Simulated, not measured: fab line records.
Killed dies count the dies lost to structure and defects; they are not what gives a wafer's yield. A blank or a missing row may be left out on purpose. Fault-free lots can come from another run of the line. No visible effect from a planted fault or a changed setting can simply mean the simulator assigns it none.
fab line records	flow n5-finfet
record lots=7	wafers=39
route steps=1938 shown BEOL_M8@1348 BEOL_M9@1446
start-h: the number of hours between the record's first day and the start of the first shown wafer of the lot	wait-h: hours since the lot's step before	" unchanged from the row above	L1.1+2: several wafers, shown together as one row	- either no value or no given start	* or withheld: withheld	< > ~ a bound
route shown NAME@n: a module of which the file shows steps, and the number in the route of the first	usual: the fault-free wafers' mean and standard deviation	same: alike in all rows	chamber/n: place in a boat	sites: the reading at each site	_std_site: the values' standard deviation	_edge_site: inner sites' mean taken away from outer sites' mean	radius-mm: how far each site lies from the wafer's centre	mask NAME#n: copy n	behind: the most recent tool/chamber to have shaped the wafer	hold: what put the lot on hold/how long, in hours/how the hold closed	device: the n, p or np transistor that did not switch	end of line: the route-end tests of the same wafers	a step given without rows: its recipe and nothing more	killed: dies lost to structure and defects at the first sort, not the wafer's yield	map: shows each die of a wafer: x if killed, . if not, _ if none is there
set.NAME: the setting the step ran with; set.NAME@STEP: the setting that earlier step ran with	model.NAME: the simulator's own value behind a step, which no gauge read
one table per step and one row per wafer, for lots whose settings were changed on purpose
## steps
# step N5_BEOL_M8_DESCUM_16
# recipe chemistry=O2	time-s=7.9	source-power-w=50	bias-power-w=20	pressure-mtorr=20	rf-frequency-hz=2.712e+07	temp-c=40	resist=CAR-ArF	o2-flow-sccm=225
lot.wafer	tool	chamber	start-h	wait-h	set.time-s	model.CAR-ArF_of_BEOL_M8_COAT_05.thk-nm
L076.1+6	rie-diel-06	0,3	226.47	0.2	7.9	83.4
L076.2	"	3	"	"	7.9	83.2
L076.3	"	1	"	"	7.9	83.8
L076.4+5	"	2	"	"	7.9	83.6
L075.1+2	rie-diel-05	0,3	226.67	0.2	7.9	83.6
L075.3	"	1	"	"	9.223	82.8
L075.4+6	"	2,3	"	"	9.223	83
L075.5	"	2	"	"	7.9	83.8
L080.1+4+6	rie-diel-05	3,0,1	232.39	0.1	7.9	83.4
L080.2	"	1	"	"	3.379	86.4
L080.3+5	"	0,3	"	"	3.379	86.2
L078.3	rie-diel-01	0	232.56	0.1	7.9	83.2
L078.4+6	"	3,1	"	"	7.9	83.4
L089.1	rie-diel-06	0	310.24	0.0	7.9	83.2
L089.2	"	3	"	"	5.837	85.2
L089.3	"	2	"	"	7.9	83.6
L089.4	"	1	"	"	5.837	84.8
L089.5	"	0	"	"	7.9	83.4
L089.6	"	3	"	"	5.837	84.6
L091.1+2	rie-diel-06	1,3	317.87	0.4	7.9	84
L091.3+4+5	"	2,0,0	"	"	7.9	84.2
L091.6	"	3	"	"	7.9	83.8
L093.1	rie-diel-06	2	334.35	0.1	7.9	83
L093.2	"	1	"	"	5.959	84.2
L093.3	"	0	"	"	5.959	84.4
L093.4	"	2	"	"	5.959	84
L093.5+6	"	1,0	"	"	7.9	83.2
# step N5_BEOL_M9_TRENCH_ETCH_37
# recipe chemistry=C4F6/O2	target-depth-a=1514.3	target=SiCOH_lowk	time-s=49	ion-energy-ev=250	pressure-mtorr=30	source-w=345	bias-w=185	Ar_flow_sccm=300	C4F6_flow_sccm=10	O2_flow_sccm=10
lot.wafer	tool	chamber	start-h	wait-h	set.time-s	model.BEOL_M9.feature-depth-nm	model.etch.depth-nm	model.TiN_of_BEOL_M9_HM_DEP_02.thk-nm
L075.1	rie-diel-02	1	-	-	67.91	204.2	204.3	14.2
L075.2	"	2	"	"	49	153.8	153.7	15.6
L075.3	"	3	"	"	67.91	210.8	210.9	14
L075.4	"	2	"	"	67.91	214.8	214.8	14
L075.5	"	3	"	"	49	154.4	154.4	15.6
L075.6	"	1	"	"	49	146.4	146.5	16
L076.1	rie-diel-04	3	-	-	23.77	73	72.91	18.2
L076.2	"	0	"	"	23.77	71.6	71.57	18
L076.3	"	2	"	"	49	146.6	146.6	16.4
L076.4	"	1	"	"	49	150	150	15.8
L076.5	"	1	"	"	23.77	73.4	73.35	17.8
L076.6	"	0	"	"	49	148.2	148.2	16.4
L080.1	rie-diel-02	1	-	-	49	145.2	145.3	16.2
L080.2	"	2	"	"	49	152.4	152.4	16
L080.3	"	3	"	"	49	151.6	151.7	16.2
L080.4	"	2	"	"	49	153	153	16.2
L080.5	"	3	"	"	49	154.2	154.2	15.8
L080.6	"	1	"	"	49	146	146.1	16.2
L078.3	rie-diel-03	2	-	-	49	149	149.1	16.2
L078.4	"	2	"	"	49	149.6	149.6	16.2
L078.6	"	3	"	"	49	152	151.9	16
L089.1	rie-diel-04	2	-	-	49	148.4	148.4	16.2
L089.2	"	3	"	"	27.78	86.8	86.74	18
L089.3	"	1	"	"	49	152.8	152.8	15.6
L089.4	"	1	"	"	27.78	86.4	86.48	17.6
L089.5	"	3	"	"	27.78	86.6	86.62	17.8
L089.6	"	2	"	"	49	147.8	147.9	16
L091.1	rie-diel-03	3	-	-	49	151.8	151.9	16
L091.2	"	1	"	"	21.96	69.2	69.23	18.2
L091.3	"	2	"	"	49	149	149.1	16.2
L091.4	"	1	"	"	49	152.6	152.6	15.8
L091.5	"	3	"	"	21.96	67.6	67.67	18.6
L091.6	"	2	"	"	21.96	67	66.96	18.4
L093.1	rie-diel-04	2	-	-	49	144.8	144.8	15.8
L093.2	"	0	"	"	59.38	179	179	15
L093.3	"	1	"	"	59.38	180.2	180.2	14.8
L093.4	"	2	"	"	49	145.4	145.4	16.2
L093.5	"	0	"	"	49	147.6	147.6	16.2
L093.6	"	1	"	"	59.38	180.8	180.8	14.8
# step N5_BEOL_M9_ETCH_41
# recipe chemistry=CH3F/O2	target=SiCN	target-depth-a=366	taper-deg=2	time-s=70.1	ion-energy-ev=120	mask-material=TiN	pressure-mtorr=30	source-w=395	bias-w=75	Ar_flow_sccm=150	CH3F_flow_sccm=30	O2_flow_sccm=20
# step N5_BEOL_M9_STRIP_80
# recipe chemistry=N2/H2	time-s=10	power-w=450	temp-c=40	pressure-mtorr=20	rf-frequency-hz=6e+07	bias-power-w=7	n2-flow-sccm=200	h2-flow-sccm=200
# step N5_BEOL_M9_OCD_MEAS_38
# usual trench-depth-nm=150.1/2.7
lot.wafer	tool	chamber	start-h	wait-h	set.time-s@BEOL_M9_TRENCH_ETCH_37	trench-depth-nm
L075.1	ocd-02	-	241.02	-	67.91	203.9
L075.2	"	-	"	"	49	153.7
L075.3	"	-	"	"	67.91	210.6
L075.4	"	-	"	"	67.91	214.6
L075.5	"	-	"	"	49	154.6
L075.6	"	-	"	"	49	146.7
L076.1	ocd-02	-	241.18	-	23.77	72.8
L076.2	"	-	"	"	23.77	72.0
L076.3	"	-	"	"	49	147.1
L076.4	"	-	"	"	49	150.1
L076.5	"	-	"	"	23.77	73.1
L076.6	"	-	"	"	49	148.3
L080.1	ocd-02	-	243.49	-	49	145.0
L080.2	"	-	"	"	49	152.4
L080.3	"	-	"	"	49	151.2
L080.4	"	-	"	"	49	153.3
L080.5	"	-	"	"	49	154.3
L080.6	"	-	"	"	49	146.1
L078.3	ocd-01	-	246.87	-	49	148.4
L078.4	"	-	"	"	49	149.6
L078.6	"	-	"	"	49	152.0
L089.1	ocd-01	-	322.53	-	49	148.4
L089.2	"	-	"	"	27.78	86.4
L089.3	"	-	"	"	49	152.6
L089.4	"	-	"	"	27.78	86.3
L089.5	"	-	"	"	27.78	86.1
L089.6	"	-	"	"	49	147.4
L091.1	ocd-02	-	330.61	-	49	151.6
L091.2	"	-	"	"	21.96	69.3
L091.3	"	-	"	"	49	149.3
L091.4	"	-	"	"	49	153.0
L091.5	"	-	"	"	21.96	68.0
L091.6	"	-	"	"	21.96	66.8
L093.1	ocd-01	-	348.02	-	49	144.2
L093.2	"	-	"	"	59.38	179.2
L093.3	"	-	"	"	59.38	179.8
L093.4	"	-	"	"	49	145.4
L093.5	"	-	"	"	49	147.4
L093.6	"	-	"	"	59.38	180.8
# step N5_BEOL_M9_HM_STRIP_39
# recipe chemistry=peroxide-tin-strip	material=TiN	target-depth-a=250	temp-c=50	time-s=158
# step N5_BEOL_M9_SRD_40
# recipe time-s=30	temp-c=23	rinse-liquid=diw	dry=ipa-marangoni
# step N5_BEOL_M9_ECD_50
# recipe material=Cu	target-thk-a=3180
# step N5_BEOL_M9_ANNEAL_51
# recipe temp-c=225	time-s=90	ambient=N2
# step N5_BEOL_M9_CMP_52
# recipe stop-on=SiCOH_lowk	t-overpolish-s=7	down-force-psi=1	platen-rpm=50	clearing-platen-down-force-psi=1.5	clearing-platen-rpm=50	post-cmp-clean=cu-alkaline	target-thk-nm=140	clearing-platen-pad-velocity-m-s=0.99484	pad-velocity-m-s=0.99484
lot.wafer	tool	chamber	start-h	wait-h	set.time-s@BEOL_M9_TRENCH_ETCH_37	model.Cu_of_BEOL_M9_ECD_50.thk-nm
L076.2	cmp-01	3	243.06	0.2	23.77	59.4
L076.4	"	0	"	"	49	139.6
L076.3	"	1	"	"	49	134.8
L076.1	"	2	"	"	23.77	60
L076.5	"	3	"	"	23.77	61.8
L076.6	"	0	"	"	49	137
L075.3	cmp-04	0	243.18	0.2	67.91	198.4
L075.1	"	1	"	"	67.91	190.6
L075.4	"	2	"	"	67.91	202.8
L075.2	"	3	"	"	49	141.6
L075.5	"	0	"	"	49	142.4
L075.6	"	1	"	"	49	133.8
L080.1+6	cmp-04	2,3	247.98	0.3	49	134.8
L080.3	"	3	"	"	49	141
L080.4	"	0	"	"	49	143
L080.2	"	1	"	"	49	140.4
L080.5	"	2	"	"	49	143.2
L078.3	cmp-04	3	249.32	0.2	49	138.8
L078.4	"	2	"	"	49	138.2
L078.6	"	0	"	"	49	140.8
L089.2	cmp-03	1	327.52	0.2	27.78	76
L089.4	"	2	"	"	27.78	75.2
L089.3	"	3	"	"	49	143.6
L089.1	"	0	"	"	49	137.2
L089.6	"	1	"	"	49	135.2
L089.5	"	2	"	"	27.78	76.2
L091.2	cmp-04	3	335.33	0.2	21.96	57.4
L091.4	"	0	"	"	49	141.8
L091.3	"	1	"	"	49	135.4
L091.1	"	2	"	"	49	140.2
L091.6	"	3	"	"	21.96	55.6
L091.5	"	0	"	"	21.96	56.4
L093.3	cmp-01	0	350.77	0.2	59.38	167.8
L093.2	"	1	"	"	59.38	166.4
L093.4	"	2	"	"	49	131
L093.1	"	3	"	"	49	132.4
L093.6	"	0	"	"	59.38	169.6
L093.5	"	1	"	"	49	133.4
# step N5_BEOL_M9_THK_MEAS_53
# recipe thk-meas-gauge=xrf	reads=Cu_of_BEOL_M9_ECD_50
# usual M9_THK=141/3.1
lot.wafer	tool	chamber	start-h	wait-h	set.time-s@BEOL_M9_TRENCH_ETCH_37	M9_THK[nm]
L076.1	film-metro-01	-	243.35	-	23.77	61
L076.2	"	-	"	"	23.77	61
L076.3	"	-	"	"	49	138
L076.4	"	-	"	"	49	144
L076.5	"	-	"	"	23.77	63
L076.6	"	-	"	"	49	141
L075.1	film-metro-01	-	243.47	-	67.91	195
L075.2	"	-	"	"	49	146
L075.3	"	-	"	"	67.91	203
L075.4	"	-	"	"	67.91	209
L075.5	"	-	"	"	49	146
L075.6	"	-	"	"	49	137
L080.1	film-metro-01	-	248.27	-	49	138
L080.2	"	-	"	"	49	145
L080.3	"	-	"	"	49	145
L080.4	"	-	"	"	49	147
L080.5	"	-	"	"	49	147
L080.6	"	-	"	"	49	139
L078.3	film-metro-02	-	249.61	-	49	141
L078.4	"	-	"	"	49	140
L078.6	"	-	"	"	49	143
L089.1	film-metro-01	-	327.81	-	49	140
L089.2	"	-	"	"	27.78	77
L089.3	"	-	"	"	49	146
L089.4	"	-	"	"	27.78	76
L089.5	"	-	"	"	27.78	78
L089.6	"	-	"	"	49	138
L091.1	film-metro-02	-	335.62	-	49	141
L091.2	"	-	"	"	21.96	58
L091.3	"	-	"	"	49	136
L091.4	"	-	"	"	49	143
L091.5	"	-	"	"	21.96	57
L091.6	"	-	"	"	21.96	56
L093.1	film-metro-02	-	351.07	-	49	134
L093.2	"	-	"	"	59.38	168
L093.3	"	-	"	"	59.38	169
L093.4	"	-	"	"	49	132
L093.5	"	-	"	"	49	135
L093.6	"	-	"	"	59.38	170
# step N5_BEOL_M9_PRE_CLEAN_55
# recipe gas=NH3	time-s=15	temp-c=withheld	rf-power-w=300
# step N5_BEOL_M9_DEP_56
# recipe material=SiCN	target-thk-a=150	temp-c=withheld	precursor=3MS/NH3	pressure-torr=3	rf-w=202	time-s=26.5
# step N5_BEOL_M9_RS_MEAS_57
# recipe thk-meas-gauge=four-point-probe	reads=Cu_of_BEOL_M9_ECD_50+Co_of_BEOL_M9_CVD_78+TaN_of_BEOL_M9_ALD_74
# usual M9_RS=0.153/0.0036
lot.wafer	tool	chamber	start-h	wait-h	set.time-s@BEOL_M9_TRENCH_ETCH_37	M9_RS[ohm/sq]
L076.1	film-metro-01	-	243.49	0.1	23.77	0.403
L076.2	"	-	"	"	23.77	0.407
L076.3	"	-	"	"	49	0.158
L076.4	"	-	"	"	49	0.151
L076.5	"	-	"	"	23.77	0.388
L076.6	"	-	"	"	49	0.154
L075.1	film-metro-01	-	243.61	0.1	67.91	0.108
L075.2	"	-	"	"	49	0.149
L075.3	"	-	"	"	67.91	0.103
L075.4	"	-	"	"	67.91	0.101
L075.5	"	-	"	"	49	0.148
L075.6	"	-	"	"	49	0.159
L080.1	film-metro-02	-	248.41	0.1	49	0.157
L080.2	"	-	"	"	49	0.150
L080.3	"	-	"	"	49	0.150
L080.4	"	-	"	"	49	0.148
L080.5	"	-	"	"	49	0.147
L080.6	"	-	"	"	49	0.157
L078.3	film-metro-01	-	249.75	0.1	49	0.152
L078.4	"	-	"	"	49	0.153
L078.6	"	-	"	"	49	0.150
L089.1	film-metro-01	-	327.95	0.1	49	0.154
L089.2	"	-	"	"	27.78	0.303
L089.3	"	-	"	"	49	0.147
L089.4	"	-	"	"	27.78	0.307
L089.5	"	-	"	"	27.78	0.302
L089.6	"	-	"	"	49	0.157
L091.1	film-metro-02	-	335.76	0.1	49	0.151
L091.2	"	-	"	"	21.96	0.424
L091.3	"	-	"	"	49	0.156
L091.4	"	-	"	"	49	0.149
L091.5	"	-	"	"	21.96	0.435
L091.6	"	-	"	"	21.96	0.441
L093.1	film-metro-02	-	351.20	0.1	49	0.161
L093.2	"	-	"	"	59.38	0.125
L093.3	"	-	"	"	59.38	0.124
L093.4	"	-	"	"	49	0.163
L093.5	"	-	"	"	49	0.159
L093.6	"	-	"	"	59.38	0.122
## key
split step=N5_BEOL_M8_DESCUM_16	setting=time-s	stated=7.9	by=wafer
response step=N5_BEOL_M8_DESCUM_16	reading=model.CAR-ArF_of_BEOL_M8_COAT_05.thk-nm	change=-0.0497	per=1%	r=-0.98
split step=N5_BEOL_M9_TRENCH_ETCH_37	setting=time-s	stated=49	by=wafer
response step=N5_BEOL_M9_TRENCH_ETCH_37	reading=model.BEOL_M9.feature-depth-nm	change=+1.49	per=1%	r=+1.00
response step=N5_BEOL_M9_TRENCH_ETCH_37	reading=model.etch.depth-nm	change=+1.49	per=1%	r=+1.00
response step=N5_BEOL_M9_TRENCH_ETCH_37	reading=model.TiN_of_BEOL_M9_HM_DEP_02.thk-nm	change=-0.0416	per=1%	r=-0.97
response step=N5_BEOL_M9_OCD_MEAS_38	reading=trench-depth-nm	change=+1.49	per=1%	r=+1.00
response step=N5_BEOL_M9_CMP_52	reading=model.Cu_of_BEOL_M9_ECD_50.thk-nm	change=+1.5	per=1%	r=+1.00
response step=N5_BEOL_M9_THK_MEAS_53	reading=M9_THK	change=+1.52	per=1%	r=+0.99
response step=N5_BEOL_M9_RS_MEAS_57	reading=M9_RS	change=-0.00393	per=1%	r=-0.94
